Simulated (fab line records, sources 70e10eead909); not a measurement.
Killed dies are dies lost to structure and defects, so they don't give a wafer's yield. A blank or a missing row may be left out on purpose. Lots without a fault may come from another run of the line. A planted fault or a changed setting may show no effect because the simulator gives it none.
Chamber matching | flow nand_harc | NHARC_A_STAIRCASE_ETCH_169 on rie_diel-13: 4 sister chambers
The step etches the open film in CH3F/O2, target depth 50 nm, time 107.1 s. 18 wafers are shown with their chamber, then 9 later ones without.

WAFERS WITH THEIR CHAMBER
wafer  | chamber | drypump_motor_current_A (A) | oes_product_au (a.u.) | showerhead_plenum_p_Torr (Torr)
L074.2 | 0       | 4.7                         | 0.964                 | 2.55
L074.3 | 2       | 5.7                         | 0.959                 | 2.29
L074.6 | 1       | 6.2                         | 0.964                 | 2.36
L079.2 | 0       | 4.7                         | 0.950                 | 2.54
L079.3 | 3       | 5.9                         | 0.969                 | 2.42
L079.6 | 3       | 5.9                         | 0.974                 | 2.42
L082.1 | 0       | 4.7                         | 0.958                 | 2.54
L082.4 | 3       | 5.8                         | 0.984                 | 2.41
L082.6 | 3       | 5.8                         | 0.987                 | 2.41
L084.1 | 3       | 5.9                         | 0.996                 | 2.41
L084.2 | 0       | 4.7                         | 0.973                 | 2.54
L084.6 | 2       | 5.7                         | 0.949                 | 2.28
L085.1 | 3       | 5.9                         | 0.974                 | 2.41
L085.2 | 1       | 6.1                         | 0.964                 | 2.35
L085.6 | 0       | 4.7                         | 0.972                 | 2.54
L092.3 | 3       | 5.9                         | 0.992                 | 2.40
L092.4 | 1       | 6.2                         | 0.964                 | 2.34
L092.6 | 2       | 5.7                         | 0.941                 | 2.66

SIGNATURES (means of the wafers above)
reading                  | chamber 0 | chamber 1 | chamber 2 | chamber 3 | scatter within a chamber
drypump_motor_current_A  | 4.700     | 6.167     | 5.700     | 5.871     | 0.0387
oes_product_au           | 0.96340   | 0.96400   | 0.94967   | 0.98229   | 0.0091
showerhead_plenum_p_Torr | 2.5420    | 2.3500    | 2.4100    | 2.4114    | 0.0821
Rule: a wafer's distance from a chamber is the root of the sum, over the readings, of the square of ((its reading less the chamber's mean) divided by the reading's scatter). The wafer belongs to the nearest chamber; if the next one is less than 2 further off, it can't be placed. The scatter: the root of (the sum of the squares of (reading less its chamber's mean) over the shown wafers, divided by (wafers less chambers)).

WAFERS WITHOUT THEIR CHAMBER
wafer  | drypump_motor_current_A (A) | oes_product_au (a.u.) | showerhead_plenum_p_Torr (Torr)
L095.2 | 5.9                         | 0.973                 | 2.40
L095.3 | 6.2                         | 0.982                 | 2.34
L095.4 | 4.7                         | 0.981                 | 2.53
L094.4 | 5.7                         | 0.935                 | 2.66
L094.5 | 5.7                         | 0.938                 | 2.66
L094.6 | 5.9                         | 0.970                 | 2.40
L097.3 | 5.9                         | 0.988                 | 2.39
L097.4 | 5.7                         | 0.951                 | 2.65
L097.5 | 5.7                         | 0.944                 | 2.65

WHICH CHAMBER EACH WENT THROUGH
wafer  | from the rows above | in truth
L095.2 | 3                   | 3
L095.3 | 1                   | 1
L095.4 | 0                   | 0
L094.4 | 2                   | 2
L094.5 | 2                   | 2
L094.6 | 3                   | 3
L097.3 | 3                   | 3
L097.4 | 2                   | 2
L097.5 | 2                   | 2
Placed correctly: 9 of 9. Can't be placed from these rows: 0. Placed wrongly: 0.
